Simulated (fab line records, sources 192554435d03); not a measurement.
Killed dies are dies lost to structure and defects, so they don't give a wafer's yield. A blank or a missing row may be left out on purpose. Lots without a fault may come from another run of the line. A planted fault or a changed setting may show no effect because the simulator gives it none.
Which tool did it? | flow n5_finfet | 24 lots, 72 wafers sampled, at 6 steps of a route of 1938

WHAT THE GAUGES READ, wafer by wafer
N5_BEOL_M1_INSPECT_59: inspects for defects (darkfield). Usual: raw_defect_count 75, standard deviation 22.
lot  | measured     | on                | raw_defect_count | flag
L074 | day 6 17:39  | defect_inspect-01 | 76 50 65         |
L075 | day 6 19:07  | defect_inspect-01 | 74 50 122        |
L076 | day 7 19:32  | defect_inspect-02 | 41 61 47         |
L077 | day 8 01:57  | defect_inspect-02 | 65 88 56         |
L078 | day 8 07:48  | defect_inspect-02 | 114 115 78       |
L079 | day 8 10:38  | defect_inspect-01 | 79 42 68         |
L080 | day 8 15:02  | defect_inspect-02 | 84 71 57         |
L081 | day 9 04:35  | defect_inspect-02 | 61 65 59         |
L083 | day 9 09:41  | defect_inspect-02 | 49 38 75         |
L082 | day 9 10:53  | defect_inspect-01 | 101 59 63        |
L084 | day 9 11:52  | defect_inspect-01 | 56 78 57         |
L085 | day 9 18:55  | defect_inspect-01 | 111 107 52       |
L088 | day 10 01:07 | defect_inspect-02 | 105 127 135      |
L086 | day 10 04:08 | defect_inspect-01 | 47 51 57         |
L087 | day 10 04:40 | defect_inspect-01 | 95 89 57         |
L089 | day 10 16:54 | defect_inspect-02 | 62 51 71         |
L090 | day 10 23:08 | defect_inspect-02 | 85 81 53         |
L091 | day 11 02:17 | defect_inspect-01 | 130 93 118       |
L092 | day 11 11:35 | defect_inspect-01 | 100 114 61       |
L093 | day 11 23:19 | defect_inspect-01 | 69 49 69         |
L094 | day 12 00:22 | defect_inspect-02 | 65 77 53         |
L095 | day 12 04:55 | defect_inspect-02 | 45 71 69         |
L096 | day 12 06:45 | defect_inspect-01 | 74 74 88         |
L097 | day 12 15:04 | defect_inspect-02 | 79 70 94         |

N5_BEOL_M2_CD_MEAS_18: pitch 36 nm, target cd 18 nm. Usual: cd_nm 17.9 nm, standard deviation 0.4.
lot  | measured     | on        | cd_nm (nm)     | flag
L074 | day 6 19:37  | cd_sem-03 | 18.4 18.2 18.4 |
L075 | day 6 20:58  | cd_sem-01 | 17.8 17.8 18.3 |
L076 | day 7 21:10  | cd_sem-01 | 17.2 17.8 18.1 |
L077 | day 8 04:25  | cd_sem-01 | 18.0 17.5 17.8 |
L078 | day 8 11:08  | cd_sem-03 | 18.2 17.9 17.4 |
L079 | day 8 11:56  | cd_sem-03 | 17.8 17.7 17.6 |
L080 | day 8 18:20  | cd_sem-02 | 18.2 17.7 18.3 |
L081 | day 9 05:53  | cd_sem-01 | 17.7 17.6 17.3 |
L083 | day 9 11:28  | cd_sem-03 | 17.3 18.1 17.6 |
L082 | day 9 12:28  | cd_sem-01 | 17.7 18.0 18.0 |
L084 | day 9 13:33  | cd_sem-01 | 17.0 18.3 16.9 |
L085 | day 9 20:44  | cd_sem-01 | 18.1 17.9 17.5 |
L088 | day 10 04:26 | cd_sem-01 | 18.1 17.3 17.3 |
L086 | day 10 05:37 | cd_sem-03 | 17.2 17.9 17.6 |
L087 | day 10 08:37 | cd_sem-02 | 18.2 17.9 18.3 |
L089 | day 10 19:47 | cd_sem-01 | 17.8 18.6 18.9 |
L090 | day 11 00:25 | cd_sem-03 | 18.3 17.5 18.6 |
L091 | day 11 03:50 | cd_sem-02 | 17.2 17.8 18.0 |
L092 | day 11 13:27 | cd_sem-03 | 17.6 18.5 17.9 |
L093 | day 12 00:43 | cd_sem-03 | 18.3 17.7 17.9 |
L094 | day 12 03:31 | cd_sem-01 | 17.9 18.5 18.3 |
L095 | day 12 08:11 | cd_sem-02 | 17.7 18.0 17.6 |
L096 | day 12 08:56 | cd_sem-02 | 18.1 18.0 18.4 |
L097 | day 12 17:08 | cd_sem-02 | 18.2 18.8 18.5 |

WHICH TOOL RAN EACH LOT (tool, then ch and the chambers of the sampled wafers, then the start)
lot  | N5_BEOL_M1_SPUTTER_94        | N5_BEOL_M1_ANNEAL_51             | N5_BEOL_M1_CO_CAP_55             | N5_BEOL_M2_HM_OPEN_17
L074 | pvd_sputter-02, day 6 16:19  | rtp_anneal-02 ch 0, day 6 16:47  | cvd_co-02 ch 0,1, day 6 17:25    | rie_metal-02 ch 1, day 6 19:26
L075 | pvd_sputter-01, day 6 17:50  | rtp_anneal-01 ch 0, day 6 18:20  | cvd_co-02 ch 0,2, day 6 18:55    | rie_metal-02 ch 0,1, day 6 20:49
L076 | pvd_sputter-02, day 7 18:13  | rtp_anneal-01 ch 0, day 7 18:38  | cvd_co-01 ch 1,2, day 7 19:19    | rie_metal-03 ch 0,1, day 7 20:59
L077 | pvd_sputter-02, day 8 00:40  | rtp_anneal-02 ch 0, day 8 01:04  | cvd_co-01 ch 0,2, day 8 01:44    | rie_metal-03 ch 0,1, day 8 04:14
L078 | pvd_sputter-02, day 8 06:25  | rtp_anneal-01 ch 0, day 8 06:57  | cvd_co-01 ch 1,2, day 8 07:35    | rie_metal-03 ch 0,1, day 8 10:47
L079 | pvd_sputter-03, day 8 09:17  | rtp_anneal-01 ch 0, day 8 09:43  | cvd_co-02 ch 0,1,2, day 8 10:25  | rie_metal-02 ch 0,1, day 8 11:46
L080 | pvd_sputter-02, day 8 13:44  | rtp_anneal-01 ch 0, day 8 14:09  | cvd_co-01 ch 0,2, day 8 14:49    | rie_metal-01 ch 0,1, day 8 18:09
L081 | pvd_sputter-03, day 9 03:18  | rtp_anneal-02 ch 0, day 9 03:43  | cvd_co-01 ch 0,1, day 9 04:23    | rie_metal-01 ch 0,1, day 9 05:41
L083 | pvd_sputter-02, day 9 08:24  | rtp_anneal-01 ch 0, day 9 08:49  | cvd_co-02 ch 1,2, day 9 09:29    | rie_metal-01 ch 0,1, day 9 11:17
L082 | pvd_sputter-03, day 9 09:36  | rtp_anneal-02 ch 0, day 9 10:01  | cvd_co-02 ch 0,2, day 9 10:41    | rie_metal-02 ch 0,1, day 9 12:14
L084 | pvd_sputter-02, day 9 10:34  | rtp_anneal-01 ch 0, day 9 11:01  | cvd_co-02 ch 0,1,2, day 9 11:40  | rie_metal-01 ch 0,1, day 9 13:22
L085 | pvd_sputter-03, day 9 17:35  | rtp_anneal-02 ch 0, day 9 18:05  | cvd_co-01 ch 1,2, day 9 18:41    | rie_metal-02 ch 0,1, day 9 20:25
L088 | pvd_sputter-01, day 9 23:49  | rtp_anneal-02 ch 0, day 10 00:14 | cvd_co-02 ch 0,2, day 10 00:54   | rie_metal-03 ch 0,1, day 10 04:16
L086 | pvd_sputter-02, day 10 02:48 | rtp_anneal-02 ch 0, day 10 03:13 | cvd_co-02 ch 0,1,2, day 10 03:53 | rie_metal-03 ch 0,1, day 10 05:26
L087 | pvd_sputter-03, day 10 03:12 | rtp_anneal-01 ch 0, day 10 03:55 | cvd_co-02 ch 0,1,2, day 10 04:29 | rie_metal-02 ch 0,1, day 10 08:28
L089 | pvd_sputter-02, day 10 15:36 | rtp_anneal-02 ch 0, day 10 16:01 | cvd_co-02 ch 0,2, day 10 16:41   | rie_metal-02 ch 1, day 10 19:31
L090 | pvd_sputter-01, day 10 21:51 | rtp_anneal-02 ch 0, day 10 22:16 | cvd_co-01 ch 0,1,2, day 10 22:56 | rie_metal-01 ch 0,1, day 11 00:14
L091 | pvd_sputter-01, day 11 00:59 | rtp_anneal-02 ch 0, day 11 01:23 | cvd_co-02 ch 1,2, day 11 02:04   | rie_metal-01 ch 0, day 11 03:39
L092 | pvd_sputter-03, day 11 10:18 | rtp_anneal-01 ch 0, day 11 10:48 | cvd_co-01 ch 0,1,2, day 11 11:23 | rie_metal-02 ch 0,1, day 11 13:17
L093 | pvd_sputter-03, day 11 21:59 | rtp_anneal-01 ch 0, day 11 22:24 | cvd_co-02 ch 0,1,2, day 11 23:05 | rie_metal-03 ch 1, day 12 00:32
L094 | pvd_sputter-02, day 11 23:01 | rtp_anneal-02 ch 0, day 11 23:26 | cvd_co-01 ch 1,2, day 12 00:09   | rie_metal-02 ch 0,1, day 12 03:20
L095 | pvd_sputter-03, day 12 03:34 | rtp_anneal-02 ch 0, day 12 04:01 | cvd_co-02 ch 1,2, day 12 04:41   | rie_metal-03 ch 0,1, day 12 08:01
L096 | pvd_sputter-03, day 12 05:27 | rtp_anneal-02 ch 0, day 12 05:58 | cvd_co-01 ch 0,1,2, day 12 06:32 | rie_metal-02 ch 0,1, day 12 08:47
L097 | pvd_sputter-01, day 12 13:45 | rtp_anneal-01 ch 0, day 12 14:11 | cvd_co-02 ch 0,1, day 12 14:52   | rie_metal-02 ch 0,1, day 12 16:58
- N5_BEOL_M1_SPUTTER_94: material Cu, target thk 4.5 nm, time 8.29 s.
- N5_BEOL_M1_ANNEAL_51: time 90 s.
- N5_BEOL_M1_CO_CAP_55: material Co, precursor CCTBA/H2, target thk 2 nm, time 102.1 s.
- N5_BEOL_M2_HM_OPEN_17: chemistry Cl2/BCl3, target TiN, target depth 20 nm, overetch 6 nm.

WHAT THE TOOLS THEMSELVES READ (means of the sampled wafers that have a number; where no wafer has one, the mark that the record gives instead)
N5_BEOL_M1_SPUTTER_94. Usual: chuck_sensor_temp_C -16.1 C, standard deviation 0.59; throttle_valve_pct 29.9 %, standard deviation 1.3.
lot  | tool           | chuck_sensor_temp_C (C) | throttle_valve_pct (%) | flag
L074 | pvd_sputter-02 | -15.9                   | 30.9                   |
L075 | pvd_sputter-01 | -16.6                   | 30.6                   |
L076 | pvd_sputter-02 | -16.3                   | 30.4                   |
L077 | pvd_sputter-02 | -15.8                   | 31.4                   |
L078 | pvd_sputter-02 | -16.0                   | 31.0                   |
L079 | pvd_sputter-03 | -15.8                   | 28.6                   |
L080 | pvd_sputter-02 | -15.9                   | 30.0                   |
L081 | pvd_sputter-03 | -16.0                   | 28.8                   |
L083 | pvd_sputter-02 | -16.1                   | 30.7                   |
L082 | pvd_sputter-03 | -16.2                   | 28.9                   |
L084 | pvd_sputter-02 | -16.1                   | 31.0                   |
L085 | pvd_sputter-03 | -16.2                   | 29.0                   |
L088 | pvd_sputter-01 | -16.5                   | 30.7                   |
L086 | pvd_sputter-02 | -16.0                   | 30.1                   |
L087 | pvd_sputter-03 | -15.9                   | 28.8                   |
L089 | pvd_sputter-02 | -15.8                   | 30.2                   |
L090 | pvd_sputter-01 | -16.5                   | 30.6                   |
L091 | pvd_sputter-01 | -16.5                   | 30.7                   |
L092 | pvd_sputter-03 | -16.0                   | 28.9                   |
L093 | pvd_sputter-03 | -16.2                   | 28.8                   |
L094 | pvd_sputter-02 | -16.4                   | 30.0                   |
L095 | pvd_sputter-03 | -16.0                   | 28.2                   |
L096 | pvd_sputter-03 | -15.8                   | 28.6                   |
L097 | pvd_sputter-01 | -16.2                   | 30.7                   |

N5_BEOL_M1_ANNEAL_51. Usual: wafer_temp_C_max 226.3, standard deviation 0.35.
lot  | tool          | wafer_temp_C_max | flag
L074 | rtp_anneal-02 | 226.6            |
L075 | rtp_anneal-01 | 226.2            |
L076 | rtp_anneal-01 | 226.3            |
L077 | rtp_anneal-02 | 226.8            |
L078 | rtp_anneal-01 | 225.7            |
L079 | rtp_anneal-01 | 226.2            |
L080 | rtp_anneal-01 | 226.3            |
L081 | rtp_anneal-02 | 226.4            |
L083 | rtp_anneal-01 | 226.2            |
L082 | rtp_anneal-02 | 226.9            |
L084 | rtp_anneal-01 | 226.1            |
L085 | rtp_anneal-02 | 226.9            |
L088 | rtp_anneal-02 | 226.7            |
L086 | rtp_anneal-02 | 226.4            |
L087 | rtp_anneal-01 | 226.0            |
L089 | rtp_anneal-02 | 226.7            |
L090 | rtp_anneal-02 | 226.4            |
L091 | rtp_anneal-02 | 226.4            |
L092 | rtp_anneal-01 | 226.1            |
L093 | rtp_anneal-01 | 226.6            |
L094 | rtp_anneal-02 | 226.7            |
L095 | rtp_anneal-02 | 226.3            |
L096 | rtp_anneal-02 | 226.3            |
L097 | rtp_anneal-01 | 226.0            |

N5_BEOL_M1_CO_CAP_55. Usual: heater_power_w 250 W, standard deviation 35.
lot  | tool      | heater_power_w (W) | flag
L074 | cvd_co-02 | 271                |
L075 | cvd_co-02 | 250                |
L076 | cvd_co-01 | 273                |
L077 | cvd_co-01 | 215                |
L078 | cvd_co-01 | 241                |
L079 | cvd_co-02 | 253                |
L080 | cvd_co-01 | 219                |
L081 | cvd_co-01 | 272                |
L083 | cvd_co-02 | 258                |
L082 | cvd_co-02 | 233                |
L084 | cvd_co-02 | 255                |
L085 | cvd_co-01 | 273                |
L088 | cvd_co-02 | 250                |
L086 | cvd_co-02 | 251                |
L087 | cvd_co-02 | 254                |
L089 | cvd_co-02 | 231                |
L090 | cvd_co-01 | 240                |
L091 | cvd_co-02 | 238                |
L092 | cvd_co-01 | 240                |
L093 | cvd_co-02 | 255                |
L094 | cvd_co-01 | 276                |
L095 | cvd_co-02 | 259                |
L096 | cvd_co-01 | 244                |
L097 | cvd_co-02 | 272                |

N5_BEOL_M2_HM_OPEN_17. Usual: drypump_motor_current_A 5.5 A, standard deviation 0.45; oes_ar_750_au 0.77 a.u., standard deviation 0.13; oes_product_au 0.66 a.u., standard deviation 0.12; rf_fwd_power_W 991 W, standard deviation 3.7; throttle_valve_pct 22.3 %, standard deviation 0.34.
lot  | tool         | drypump_motor_current_A (A) | oes_ar_750_au (a.u.) | oes_product_au (a.u.) | rf_fwd_power_W (W) | throttle_valve_pct (%) | flag
L074 | rie_metal-02 | 4.8                         | 0.70                 | 0.58                  | 986                | 22.4                   |
L075 | rie_metal-02 | 5.5                         | 0.67                 | 0.56                  | 987                | 22.7                   |
L076 | rie_metal-03 | 5.7                         | 0.57                 | 0.51                  | 988                | 22.2                   |
L077 | rie_metal-03 | 5.7                         | 0.57                 | 0.50                  | 989                | 22.2                   |
L078 | rie_metal-03 | 5.7                         | 0.59                 | 0.49                  | 990                | 22.1                   |
L079 | rie_metal-02 | 5.5                         | 0.67                 | 0.56                  | 993                | 22.7                   |
L080 | rie_metal-01 | 5.7                         | 0.84                 | 0.73                  | 994                | 22.1                   |
L081 | rie_metal-01 | 5.9                         | 0.86                 | 0.76                  | 996                | 22.2                   |
L083 | rie_metal-01 | 5.8                         | 0.83                 | 0.73                  | 987                | 22.1                   |
L082 | rie_metal-02 | 5.1                         | 0.69                 | 0.57                  | 988                | 22.5                   |
L084 | rie_metal-01 | 5.7                         | 0.83                 | 0.72                  | 995                | 22.1                   |
L085 | rie_metal-02 | 5.1                         | 0.68                 | 0.56                  | 987                | 22.6                   |
L088 | rie_metal-03 | 5.7                         | 0.92                 | 0.82                  | 994                | 22.0                   |
L086 | rie_metal-03 | 5.7                         | 0.91                 | 0.81                  | 989                | 22.0                   |
L087 | rie_metal-02 | 5.5                         | 0.66                 | 0.55                  | 991                | 22.7                   |
L089 | rie_metal-02 | 4.8                         | 0.69                 | 0.57                  | 994                | 22.5                   |
L090 | rie_metal-01 | 5.9                         | 0.84                 | 0.73                  | 992                | 22.2                   |
L091 | rie_metal-01 | 5.6                         | 0.80                 | 0.70                  | 990                | 22.1                   |
L092 | rie_metal-02 | 5.5                         | 0.91                 | 0.74                  | 993                | 22.4                   |
L093 | rie_metal-03 | 5.7                         | 0.82                 | 0.77                  | 991                | 22.3                   |
L094 | rie_metal-02 | 5.5                         | 0.89                 | 0.73                  | 987                | 22.4                   |
L095 | rie_metal-03 | 5.7                         | 0.87                 | 0.76                  | 988                | 22.0                   |
L096 | rie_metal-02 | 5.4                         | 0.88                 | 0.74                  | 990                | 22.3                   |
L097 | rie_metal-02 | 5.1                         | 0.78                 | 0.65                  | 993                | 22.4                   |

THE ANSWER, worked out from the rows above alone
Rule: a lot is off if the mean of its wafers that have a number lies more than 3 standard deviations from the usual mean. A lot without any number at a reading at which 4 lots or more have one is off too. The other lots that the step has rows for count as sound. The gauges are gone through in route order, then the tools' own readings, and for those a lot's mean is taken as printed above. The first step at which some lot is off is used, and at that step the reading that is off furthest; a lot without a number counts as furthest.
No lot is off at any reading shown: from this, nothing can be told.

WHAT THE SIMULATOR HAD PUT IN
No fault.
